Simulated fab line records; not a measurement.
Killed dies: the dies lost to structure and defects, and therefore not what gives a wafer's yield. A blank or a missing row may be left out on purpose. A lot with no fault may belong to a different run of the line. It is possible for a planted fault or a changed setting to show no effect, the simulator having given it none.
Which tool was responsible?	flow n5 finfet	24 lots with 72 wafers sampled at 5 steps, on a route of 1938 steps

== WHAT THE GAUGES SHOWED, per wafer ==
N5_BEOL_M13_THK_MEAS_50: measures by xrf.
lot	measured	on	M13_THK (nm)
L074	day 11 10:05	film metro-01	415 415 416
L076	day 11 15:58	film metro-01	413 413 421
L075	day 11 16:22	film metro-01	428 425 430
L077	day 11 23:22	film metro-02	428 424 424
L078	day 12 12:44	film metro-02	415 430 419
L079	day 12 15:07	film metro-01	411 419 408
L081	day 13 04:26	film metro-02	412 417 430
L080	day 13 10:02	film metro-01	407 416 420
L082	day 13 15:59	film metro-01	425 424 422
L083	day 13 23:50	film metro-01	430 420 428
L084	day 14 00:34	film metro-01	410 408 413
L085	day 14 02:53	film metro-01	409 400 405
L086	day 14 12:07	film metro-01	404 408 401
L087	day 14 21:36	film metro-01	427 418 413
L089	day 15 06:04	film metro-02	425 433 425
L091	day 15 12:29	film metro-02	415 416 412
L090	day 15 12:52	film metro-02	415 416 416
L088	day 16 04:15	film metro-01	409 417 411
L092	day 16 08:06	film metro-02	415 422 424
L095	day 16 08:40	film metro-02	415 419 429
L094	day 16 17:31	film metro-02	432 412 429
L093	day 17 08:37	film metro-01	409 421 412
L096	day 17 15:43	film metro-02	424 421 411
L097	day 18 05:52	film metro-01	414 419 421

N5_BEOL_M13_INSPECT_55: inspects for defects (darkfield).
lot	measured	on	raw defect count
L074	day 11 10:14	defect inspect-01	94 32 74
L076	day 11 16:07	defect inspect-02	61 100 168
L075	day 11 16:31	defect inspect-02	55 59 31
L077	day 11 23:32	defect inspect-02	102 47 56
L078	day 12 12:53	defect inspect-01	76 92 65
L079	day 12 15:16	defect inspect-01	63 54 72
L081	day 13 04:35	defect inspect-02	59 71 44
L080	day 13 10:13	defect inspect-01	33 45 57
L082	day 13 16:10	defect inspect-02	96 84 66
L083	day 13 23:59	defect inspect-01	41 67 43
L084	day 14 00:43	defect inspect-02	47 66 77
L085	day 14 03:03	defect inspect-02	80 41 85
L086	day 14 12:16	defect inspect-01	49 85 102
L087	day 14 21:47	defect inspect-02	41 88 64
L089	day 15 06:13	defect inspect-01	54 61 85
L091	day 15 12:39	defect inspect-01	64 81 64
L090	day 15 13:02	defect inspect-01	67 72 34
L088	day 16 04:24	defect inspect-02	71 51 52
L092	day 16 08:15	defect inspect-02	38 49 56
L095	day 16 08:49	defect inspect-02	79 114 89
L094	day 16 17:41	defect inspect-01	52 56 22
L093	day 17 08:46	defect inspect-02	82 60 62
L096	day 17 15:52	defect inspect-02	56 31 47
L097	day 18 06:02	defect inspect-02	51 68 62

N5_BEOL_M14_INSPECT_12: inspects for defects (macro).
lot	measured	on	raw defect count
L074	day 11 10:57	defect inspect-01	1 2 5
L076	day 11 16:43	defect inspect-02	1 3 0
L075	day 11 17:07	defect inspect-02	2 4 1
L077	day 12 00:07	defect inspect-02	3 3 0
L078	day 12 13:28	defect inspect-01	0 1 3
L079	day 12 15:51	defect inspect-02	2 2 0
L081	day 13 05:11	defect inspect-01	2 2 5
L080	day 13 10:49	defect inspect-01	2 0 1
L082	day 13 16:52	defect inspect-01	2 3 4
L083	day 14 00:35	defect inspect-01	2 1 2
L084	day 14 01:25	defect inspect-01	2 2 4
L085	day 14 03:46	defect inspect-02	2 1 2
L086	day 14 12:56	defect inspect-02	1 5 1
L087	day 14 22:34	defect inspect-02	1 0 2
L089	day 15 06:55	defect inspect-02	0 3 2
L091	day 15 13:22	defect inspect-01	2 2 1
L090	day 15 13:37	defect inspect-01	1 1 2
L088	day 16 05:07	defect inspect-02	3 4 2
L092	day 16 08:58	defect inspect-02	1 3 1
L095	day 16 09:32	defect inspect-02	1 0 1
L094	day 16 18:23	defect inspect-01	1 1 2
L093	day 17 09:22	defect inspect-02	2 4 0
L096	day 17 16:46	defect inspect-01	0 3 1
L097	day 18 06:37	defect inspect-01	1 2 2

N5_BEOL_M15_OVL_MEAS_11.
lot	measured	on	V14_OVL (nm)
L074	day 11 19:32	overlay-01	-1 -9 -13
L076	day 11 23:17	overlay-01	8 4 3
L075	day 12 00:49	overlay-02	-8 0 -8
L077	day 12 04:44	overlay-02	2 2 -1
L078	day 12 23:11	overlay-02	-5 0 -4
L079	day 13 00:01	overlay-02	-8 -2 -6
L081	day 13 10:17	overlay-01	2 0 4
L080	day 13 15:25	overlay-01	-10 6 -9
L082	day 13 21:38	overlay-01	7 5 8
L083	day 14 06:54	overlay-02	-7 -10 -7
L084	day 14 07:15	overlay-02	9 0 2
L085	day 14 08:58	overlay-02	-16 -3 -8
L086	day 14 20:49	overlay-02	-1 -8 3
L087	day 15 02:47	overlay-02	7 5 4
L089	day 15 13:04	overlay-01	-1 -4 2
L091	day 15 18:32	overlay-01	-8 -7 -8
L090	day 15 18:41	overlay-01	-10 -6 -6
L088	day 16 13:02	overlay-02	4 -5 2
L092	day 16 13:34	overlay-02	-3 -4 -9
L095	day 16 15:34	overlay-02	-8 -9 -9
L094	day 17 01:28	overlay-01	6 9 -10
L093	day 17 13:38	overlay-01	4 -3 3
L096	day 17 21:31	overlay-02	-2 1 4
L097	day 18 11:44	overlay-02	-4 1 -4

== EACH LOT AND THE TOOL THAT RAN IT (in order: tool; ch and the chambers of the sampled wafers; start) ==
lot	N5_BEOL_M13_DEGAS_41
L074	pvd sputter-01, day 11 08:45
L076	pvd sputter-02, day 11 14:51
L075	pvd sputter-02, day 11 15:15
L077	pvd sputter-03, day 11 22:16
L078	pvd sputter-03, day 12 11:29
L079	pvd sputter-03, day 12 13:59
L081	pvd sputter-03, day 13 03:19
L080	pvd sputter-03, day 13 08:55
L082	pvd sputter-01, day 13 14:28
L083	pvd sputter-01, day 13 22:34
L084	pvd sputter-01, day 13 23:26
L085	pvd sputter-02, day 14 01:46
L086	pvd sputter-01, day 14 10:59
L087	pvd sputter-02, day 14 19:34
L089	pvd sputter-03, day 15 04:56
L091	pvd sputter-03, day 15 11:10
L090	pvd sputter-02, day 15 11:13
L088	pvd sputter-03, day 16 03:08
L092	pvd sputter-03, day 16 06:44
L095	pvd sputter-03, day 16 07:05
L094	pvd sputter-01, day 16 15:46
L093	pvd sputter-02, day 17 07:29
L096	pvd sputter-03, day 17 14:36
L097	pvd sputter-02, day 18 04:34
- N5_BEOL_M13_DEGAS_41: time 60 s.

== AS READ BY THE TOOLS THEMSELVES (means over the sampled wafers that have a number; for cases with no such wafer, the mark the record gives instead) ==
N5_BEOL_M13_DEGAS_41.
lot	tool	heater power w (W)	susceptor temp C (C)
L074	pvd sputter-01	349	249.80
L076	pvd sputter-02	359	250.17
L075	pvd sputter-02	370	249.94
L077	pvd sputter-03	291	249.99
L078	pvd sputter-03	284	250.02
L079	pvd sputter-03	306	249.85
L081	pvd sputter-03	305	250.07
L080	pvd sputter-03	289	250.25
L082	pvd sputter-01	335	249.97
L083	pvd sputter-01	307	250.00
L084	pvd sputter-01	290	249.69
L085	pvd sputter-02	343	250.10
L086	pvd sputter-01	333	250.09
L087	pvd sputter-02	376	249.95
L089	pvd sputter-03	302	250.13
L091	pvd sputter-03	292	250.08
L090	pvd sputter-02	366	250.11
L088	pvd sputter-03	295	249.94
L092	pvd sputter-03	291	249.90
L095	pvd sputter-03	291	249.95
L094	pvd sputter-01	334	249.82
L093	pvd sputter-02	359	249.98
L096	pvd sputter-03	293	250.05
L097	pvd sputter-02	365	250.08

== THE ANSWER, worked out from the rows above alone ==
Rule: usual is defined by the lots themselves. The widest of any qualifying gaps counts: lots, ordered by their means at a reading, are off when they make up no more than a third of the lots, leave a main group of 4 or more, and stand apart from it by 3 or more times the standard deviation of that group's means. The tables above print the reading to a certain number of digits; a main group whose means all agree to those digits is not used. Also off: a lot with no number at a reading for which 4 or more lots have one. Where the step has rows for the other lots, those lots are counted as sound. After the gauges, taken in route order, come the tools' own readings; for these a lot's mean is taken, as printed above. The first step at which some lot is off is used, and at that step the reading that is off furthest; a lot without a number counts as furthest.
Across all readings shown, no lot is off: no conclusion can be drawn from this.

== WHAT WAS PUT IN BY THE SIMULATOR ==
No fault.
